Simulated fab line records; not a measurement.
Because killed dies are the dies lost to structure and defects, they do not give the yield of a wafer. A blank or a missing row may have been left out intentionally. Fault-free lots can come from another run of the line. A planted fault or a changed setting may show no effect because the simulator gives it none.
Matching of chambers / flow n5 finfet / 3 sister chambers for N5_BEOL_M1_CO_CAP_55 on cvd co-01
The step material Co, precursor CCTBA/H2, target thk 2 nm, time 102.1 s. 6 wafers are shown with their chamber, then 9 later ones without.

WAFERS PAIRED WITH THEIR CHAMBERS
wafer=L090.4; chamber=2; heater power w (W)=222
wafer=L090.5; chamber=1; heater power w (W)=242
wafer=L090.6; chamber=0; heater power w (W)=217
wafer=L092.1; chamber=1; heater power w (W)=230
wafer=L092.2; chamber=0; heater power w (W)=210
wafer=L092.3; chamber=2; heater power w (W)=224

WAFERS WITHOUT THEIR CHAMBER
wafer=L092.4; heater power w (W)=213
wafer=L092.5; heater power w (W)=238
wafer=L092.6; heater power w (W)=223
wafer=L094.2; heater power w (W)=236
wafer=L094.4; heater power w (W)=213
wafer=L094.6; heater power w (W)=215
wafer=L095.1; heater power w (W)=203
wafer=L095.3; heater power w (W)=221
wafer=L095.5; heater power w (W)=220

WHICH CHAMBER EACH WENT THROUGH
wafer=L092.4; from the rows above=can't be placed: 0 or 2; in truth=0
wafer=L092.5; from the rows above=1; in truth=1
wafer=L092.6; from the rows above=can't be placed: 2 or 0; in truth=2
wafer=L094.2; from the rows above=1; in truth=1
wafer=L094.4; from the rows above=can't be placed: 0 or 2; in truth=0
wafer=L094.6; from the rows above=can't be placed: 0 or 2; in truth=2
wafer=L095.1; from the rows above=can't be placed: 0 or 2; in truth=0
wafer=L095.3; from the rows above=can't be placed: 2 or 0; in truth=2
wafer=L095.5; from the rows above=can't be placed: 2 or 0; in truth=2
2 of 9 placed correctly. Can't be placed from these rows: 7 (the true chamber is among the candidates in 7). Placed wrongly: 0.
How it was worked out, from the rows above alone: a wafer's distance from a chamber is the root of the sum, over the readings, of the square of ((its reading less the chamber's mean) divided by the reading's scatter). If the next closest chamber is less than 2 further off than the closest, the wafer can't be placed; otherwise it belongs to the closest. Each chamber's mean is taken over the wafers shown for it. The scatter: take each reading less its chamber's mean, square it, sum over the shown wafers, divide by the number of wafers less the number of chambers, and take the root.
